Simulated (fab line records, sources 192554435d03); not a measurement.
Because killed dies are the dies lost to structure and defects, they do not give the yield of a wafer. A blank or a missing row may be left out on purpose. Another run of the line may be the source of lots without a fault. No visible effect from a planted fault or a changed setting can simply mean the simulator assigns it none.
Split-lot experiment    flow n5 finfet    39 wafers read across 7 lots, on a route 1938 steps long

SPLIT DETAILS
At N5_MOL_CONTACT_COAG_ETCHBACK_135 (etches SiO2 in CHF3, target depth 25 nm, time 16.7 s), the setting time s was moved away from the recipe's 16.7 s on 12 of the 39 wafers read, by -26.0% to +42.8%. The other wafers ran this setting at the recipe's value.

THE PATH FROM SPLIT TO READING: the file shows 1 step between them
- N5_MOL_CONTACT_COAG_STRIP_118: strips in CHF3

THE READING
SOC_of_MOL_CONTACT_COAG_COAT_75.thk nm (the simulator's own value, which no gauge read), in nm, at N5_MOL_CONTACT_COAG_VIA_ETCH_46 (etches SiO2 in C4F6/O2, target depth 46 nm, overetch 9.2 nm, time 40 s). No usual value for it is given in the file. Here, 27 wafers ran the recipe; their average is 50.9 nm with a standard deviation of 0.22 nm.

wafer   tool, chamber at the split  time s as run, s  against the recipe  SOC_of_MOL_CONTACT_COAG_COAT_75.thk nm, nm  against lot-mates on the recipe
L079.1  rie diel-01, 0              16.7              recipe              50.8                                        -
L079.6  rie diel-01, 1              16.7              recipe              50.8                                        -
L079.5  rie diel-01, 2              16.7              recipe              51                                          -
L081.1  rie diel-03, 2,0,1          12.35             -26.0%              51.8                                        +0.9
L081.6  rie diel-03, 2,0,1          12.35             -26.0%              51.8                                        +0.9
L081.2  rie diel-03, 3,0            16.7              recipe              51                                          -
L081.3  rie diel-03, 1              16.7              recipe              51                                          -
L081.4  rie diel-03, 2,0,1          12.35             -26.0%              51.4                                        +0.5
L081.5  rie diel-03, 3,0            16.7              recipe              50.8                                        -
L082.1  rie diel-06, 3,2            16.7              recipe              50.8                                        -
L082.2  rie diel-06, 3,2            16.7              recipe              50.8                                        -
L082.3  rie diel-06, 1,3,0          23.84             +42.8%              50                                          -0.9
L082.4  rie diel-06, 0              16.7              recipe              51                                          -
L082.5  rie diel-06, 1,3,0          23.84             +42.8%              49.8                                        -1.1
L082.6  rie diel-06, 1,3,0          23.84             +42.8%              49.8                                        -1.1
L084.1  rie diel-06, 3,2            21.02             +25.9%              50                                          -0.5
L084.2  rie diel-06, 3,2            21.02             +25.9%              50                                          -0.5
L084.3  rie diel-06, 1              21.02             +25.9%              49.8                                        -0.7
L084.4  rie diel-06, 0,0,3          16.7              recipe              50.6                                        -
L084.6  rie diel-06, 0,0,3          16.7              recipe              50.6                                        -
L084.5  rie diel-06, 0,0,3          16.7              recipe              50.4                                        -
L087.1  rie diel-06, 0,3,0          16.7              recipe              50.8                                        -
L087.5  rie diel-06, 0,3,0          16.7              recipe              50.8                                        -
L087.6  rie diel-06, 1              16.7              recipe              50.8                                        -
L087.2  rie diel-06, 1,3            16.7              recipe              50.6                                        -
L087.4  rie diel-06, 1,3            16.7              recipe              50.6                                        -
L087.3  rie diel-06, 0,3,0          16.7              recipe              51                                          -
L091.1  rie diel-01, 2,0,0          16.7              recipe              51.2                                        -
L091.6  rie diel-01, 2,0,0          16.7              recipe              51.2                                        -
L091.2  rie diel-01, 3,1,3          16.7              recipe              50.8                                        -
L091.3  rie diel-01, 2,0,0          16.7              recipe              51.4                                        -
L091.4  rie diel-01, 3,1,3          16.7              recipe              50.6                                        -
L091.5  rie diel-01, 3,1,3          16.7              recipe              51                                          -
L096.1  rie diel-03, 1,3,2          21.58             +29.2%              50                                          -1.0
L096.2  rie diel-03, 3,0            16.7              recipe              51.2                                        -
L096.3  rie diel-03, 3,0            16.7              recipe              50.8                                        -
L096.4  rie diel-03, 2              16.7              recipe              51                                          -
L096.5  rie diel-03, 1,3,2          21.58             +29.2%              50.4                                        -0.6
L096.6  rie diel-03, 1,3,2          21.58             +29.2%              50.2                                        -0.8
When a row names more than one chamber, that row covers several wafers, and the file does not tell which wafer ran in which chamber.

FIT RESULTS
A straight line over all 39 wafers: SOC_of_MOL_CONTACT_COAG_COAT_75.thk nm changes by -0.0268 nm for each +1% of time s; r = -0.90; the points scatter about the line by 0.23 nm.
The same after taking each lot's own level away (the mean of its wafers on the recipe; 39 wafers): -0.0252 nm for each +1%; r = -0.93; scatter 0.17 nm.
Per that fit: largest time s move, reading shift of 1.1 nm.
The span of the lots' own levels, 50.53 to 51.03 nm, comes to 2.2 times the standard deviation stated above.
Consequently the slope shifts little with the lot-to-lot level, the two slopes agreeing.
Check: for one of the wafers moved furthest among these (+42.8%), held out of the fit, the line's prediction against its lot-mates is -1.1 nm. It came out at -0.867 nm against them.

OTHER SPLITS APPLIED TO THESE WAFERS
Note: prior to the reading, these wafers also went through further splits. Each is held against what the fit with the lots' levels taken away leaves over:
other split on the same wafers        wafers away from the commonest value  r with SOC_of_MOL_CONTACT_COAG_COAT_75.thk nm (lot level and that fit taken away)
N5_ZERO_LAYER_ETCH_18 target depth a  15                                    +0.16
N5_FIN_SAQP_HM_DEP_03 target thk a    15                                    +0.00
N5_SD_EPI_P_EPI_21 time s             15                                    -0.23

THE WHOLE CHAIN: every reading that the file lists as answering this split, in the file's order
step                              what it does                                                            reading                                                                                  change (the file's fit)                 r (the file's)
N5_MOL_CONTACT_COAG_ETCHBACK_135  etches SiO2 in CHF3, target depth 25 nm, time 16.7 s                    SOC_of_MOL_CONTACT_COAG_COAT_75.thk nm (the simulator's own value, which no gauge read)  -0.0267 nm for each +1% of the setting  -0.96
N5_MOL_CONTACT_COAG_VIA_ETCH_46   etches SiO2 in C4F6/O2, target depth 46 nm, overetch 9.2 nm, time 40 s  SOC_of_MOL_CONTACT_COAG_COAT_75.thk nm (the simulator's own value, which no gauge read)  -0.025 nm for each +1% of the setting   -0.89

FILE'S OWN FIT
SOC_of_MOL_CONTACT_COAG_COAT_75.thk nm changes by -0.025 nm for each +1% of time s, r = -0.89.
